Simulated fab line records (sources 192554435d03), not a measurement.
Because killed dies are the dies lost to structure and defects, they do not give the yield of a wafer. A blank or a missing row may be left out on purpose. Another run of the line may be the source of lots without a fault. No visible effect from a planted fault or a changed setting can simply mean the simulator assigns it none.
Chamber matching -- flow n5-finfet -- uv-cure-03 running N5_BEOL_M7_CURE_74: 3 sister chambers
The step cures SiCOH lowk, time 240 s. 24 wafers are shown with their chamber, then 12 later ones without.

== WAFERS PAIRED WITH THEIR CHAMBERS ==
wafer,chamber,wafer_temp_C_max,lamp-power-pct (%)
L075.1,2,386.7,52.30
L075.2,2,386.4,52.27
L075.5,2,387.1,52.22
L077.1,2,386.5,52.30
L077.3,2,386.6,52.27
L077.4,2,386.6,52.30
L079.2,0,386.9,52.36
L079.4,0,387.9,52.40
L079.6,0,387.0,52.32
L080.1,0,388.0,52.34
L080.2,0,387.6,52.40
L080.4,0,387.5,52.27
L084.1,1,388.3,52.34
L084.3,1,388.0,52.33
L084.6,1,388.0,52.32
L089.1,0,387.3,52.38
L089.5,0,387.6,52.32
L089.6,0,388.0,52.38
L091.2,2,386.9,52.37
L091.3,2,386.9,52.37
L091.6,2,386.6,52.31
L095.1,1,387.7,52.26
L095.4,1,387.7,52.31
L095.6,1,389.2,52.33

SIGNATURES (averages over the wafers above)
reading,chamber 0,chamber 1,chamber 2,scatter within a chamber
wafer_temp_C_max,387.533,388.150,386.700,0.396
lamp-power-pct,52.3522,52.3150,52.3011,0.0422
Rule: for each reading, subtract the chamber's mean from the wafer's reading, divide by that reading's scatter and square the result; add these up over the readings and take the root, which gives the wafer's distance from the chamber. The wafer belongs to the nearest chamber; if the next one is less than 2 further off, it can't be placed. The scatter: take each reading less its chamber's mean, square it, sum over the shown wafers, divide by the number of wafers less the number of chambers, and take the root.

== WAFERS WHOSE CHAMBER IS MISSING ==
wafer,wafer_temp_C_max,lamp-power-pct (%)
L095.2,387.6,52.21
L095.3,387.7,52.31
L095.5,388.3,52.37
L093.3,387.0,52.29
L093.5,388.1,52.35
L093.6,387.7,52.28
L096.1,386.2,52.34
L096.2,386.0,52.31
L096.4,386.3,52.30
L096.3,386.1,52.30
L096.5,386.9,52.39
L096.6,386.7,52.30

== EACH ONE'S CHAMBER ==
wafer,from the rows above,in truth
L095.2,can't be placed: 1 or 2 or 0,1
L095.3,can't be placed: 0 or 1 or 2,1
L095.5,can't be placed: 1 or 0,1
L093.3,can't be placed: 2 or 0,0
L093.5,can't be placed: 1 or 0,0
L093.6,can't be placed: 1 or 0 or 2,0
L096.1,can't be placed: 2 or 0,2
L096.2,2,2
L096.4,2,2
L096.3,2,2
L096.5,can't be placed: 0 or 2 or 1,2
L096.6,2,2
Correctly placed: 4 of 12. From these rows, 8 cannot be placed; in 8 the true chamber is one of the candidates. 0 placed wrongly.
